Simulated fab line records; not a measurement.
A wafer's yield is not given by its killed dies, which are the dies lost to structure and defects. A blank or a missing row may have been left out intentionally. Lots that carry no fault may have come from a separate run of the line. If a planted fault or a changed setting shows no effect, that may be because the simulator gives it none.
Matching of chambers	flow n5_finfet	pecvd-02 running N5_BEOL_M10_ILD_DEP_00: 3 sister chambers
The step deposits SiCOH lowk from DEMS/porogen, target thk 308.51 nm, time 58 s. 16 wafers are shown with their chamber, then 8 later ones without.

EACH WAFER AND ITS CHAMBER
wafer	chamber	throttle_valve_pct (%)	heater_power_w (W)	heater_power_outer_w (W)
L075.2	0	14.6	312	151
L075.4	1	14.7	276	116
L075.5	0	14.5	334	161
L076.1	2	13.5	242	105
L076.2	0	14.4	297	131
L076.3	1	14.6	266	115
L078.1	0	14.2	331	169
L078.5	2	13.9	190	65
L078.6	1	14.7	300	137
L086.1	0	14.4	285	127
L086.4	0	14.3	291	138
L086.5	2	14.0	251	109
L085.1	2	13.9	235	104
L085.4	0	14.6	333	170
L085.6	0	14.5	343	170
L092.1	0	14.6	338	167

SIGNATURES (averages over the wafers above)
reading	chamber 0	chamber 1	chamber 2	scatter within a chamber
throttle_valve_pct	14.456	14.667	13.825	0.156
heater_power_w	318.22	280.67	229.50	22.9
heater_power_outer_w	153.78	122.67	95.75	17.7
Rule: for each reading, subtract the chamber's mean from the wafer's reading, divide by that reading's scatter and square the result; add these up over the readings and take the root, which gives the wafer's distance from the chamber. If the next closest chamber is less than 2 further off than the closest, the wafer can't be placed; otherwise it belongs to the closest. The scatter is the square root of a quotient: the sum, over the shown wafers, of each reading's squared deviation from its chamber's mean, divided by wafers minus chambers.

WAFERS WITH NO CHAMBER GIVEN
wafer	throttle_valve_pct (%)	heater_power_w (W)	heater_power_outer_w (W)
L092.2	14.2	245	114
L092.4	14.4	342	168
L096.1	14.9	282	112
L096.5	14.4	313	148
L096.6	14.0	233	104
L097.1	14.5	327	165
L097.2	14.7	317	148
L097.6	14.6	335	165

CHAMBER TAKEN BY EACH
wafer	from the rows above	in truth
L092.2	can't be placed: 2 or 1 or 0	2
L092.4	0	0
L096.1	1	1
L096.5	0	0
L096.6	2	2
L097.1	0	0
L097.2	can't be placed: 0 or 1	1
L097.6	0	0
Correct placement for 6 of the 8. Unplaceable from these rows: 2, with the true chamber sitting among the candidates in 2. Wrongly placed: 0.
